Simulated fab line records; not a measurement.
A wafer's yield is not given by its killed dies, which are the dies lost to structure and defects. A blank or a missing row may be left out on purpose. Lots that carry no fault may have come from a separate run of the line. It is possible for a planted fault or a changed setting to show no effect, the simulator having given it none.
8D (eight disciplines) problem report, filled in by code -- flow n5 finfet -- the parts of the form that need people (team, actions taken, sign-off) are left out

## 1. THE ISSUE
At N5_BEOL_M2_COAT_76, run length s averages 58.92 s over 2 wafers from 2 lots, while fault-free wafers read 66.18 s, standard deviation 0.15. That is -48 standard deviations from the usual mean.
The step: time 60 s, resist thk 5 nm.
The first sign was on wafer L751.5 at day 10 02:02, on litho track-04. The record has a number at this step for 28 wafers belonging to 10 lots. By rule, "out" or "out of limits" means more than 4 standard deviations away from the usual mean. Any other wafer with a number is counted as sound.

## 2. WHAT IT IS, WHAT IT ISN'T
question,is,is not
which readings at this step,"run length s, heater power total W",-
which lots,"L751, L754","L740, L741, L743, L745, L746, L747, L748, L759"
which wafers of those lots,"L751.5, L754.2","L751.1, L754.1"
read on which tools,litho track-04,"litho track-01, litho track-02"
when,from day 10 02:02,"up to then (22 sound wafers); but 4 sound wafers of L754, L759 came after"

## 3. SUSPECTS, AND WHAT RULES EACH OUT
Counting: any tool at a process step up to the reading remains a suspect provided it ran every lot that is out. Sound lots after the first of them don't rule it out here, since some wafers of a struck lot are sound.
- rie metal-03 at N5_BEOL_M2_HM_OPEN_17 (chemistry Cl2/BCl3, target TiN, target depth 20 nm, overetch 6 nm): kept. It ran every lot that is out, first L751 (day 10 01:49); its last sound lot up to then is L745 (day 9 01:35).
- litho track-04 at N5_BEOL_M2_COAT_76 (time 60 s, resist thk 5 nm): kept. It ran every lot that is out, first L751 (day 10 02:02); its last sound lot up to then is L748 (day 9 10:58). Its own heater power total W, run length s readings are out on those wafers.
- The sound lot-mates ran in chamber 1 of rie metal-03 at N5_BEOL_M2_HM_OPEN_17, but the wafers that are out ran in chamber 0.
Remaining after the count are rie metal-03 at N5_BEOL_M2_HM_OPEN_17 and litho track-04 at N5_BEOL_M2_COAT_76.

## 4. THE CAUSE (what the simulator had put in)
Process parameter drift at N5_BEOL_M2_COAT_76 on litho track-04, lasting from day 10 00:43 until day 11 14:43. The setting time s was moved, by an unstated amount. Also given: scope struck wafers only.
Counting leaves 2 suspects; this tool is one of them.

## 5. THE EFFECT CHAIN, in route order
Each row: a reading where the mean over the struck wafers with a number is more than 3 standard deviations away from the usual. Only readings for which the record gives a usual standard deviation are gone through. hours: the time from each lot's start at the first step in this table that gives one to its start at this step, as a median over the lots. sigmas: the change in usual standard deviations.
hours,step,reading,usual,on struck wafers,change,sigmas
0,N5_BEOL_M2_COAT_76,heater power total W,391.7 W,423.4,+31.7,+23
0,N5_BEOL_M2_COAT_76,run length s,66.18 s,58.92,-7.26,-48
Its process steps:
- N5_BEOL_M2_COAT_76: time 60 s, resist thk 5 nm.
At these later measuring or inspecting steps, every struck wafer for which the step has a row has a number for every such reading, and none has moved that far: N5_BEOL_M4_RC_MEAS_101.

## 6. HOW IT WOULD HAVE BEEN CAUGHT EARLIER
In this record the first reading out of limits was taken at day 10 02:02, 1 hour after the fault began at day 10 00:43.
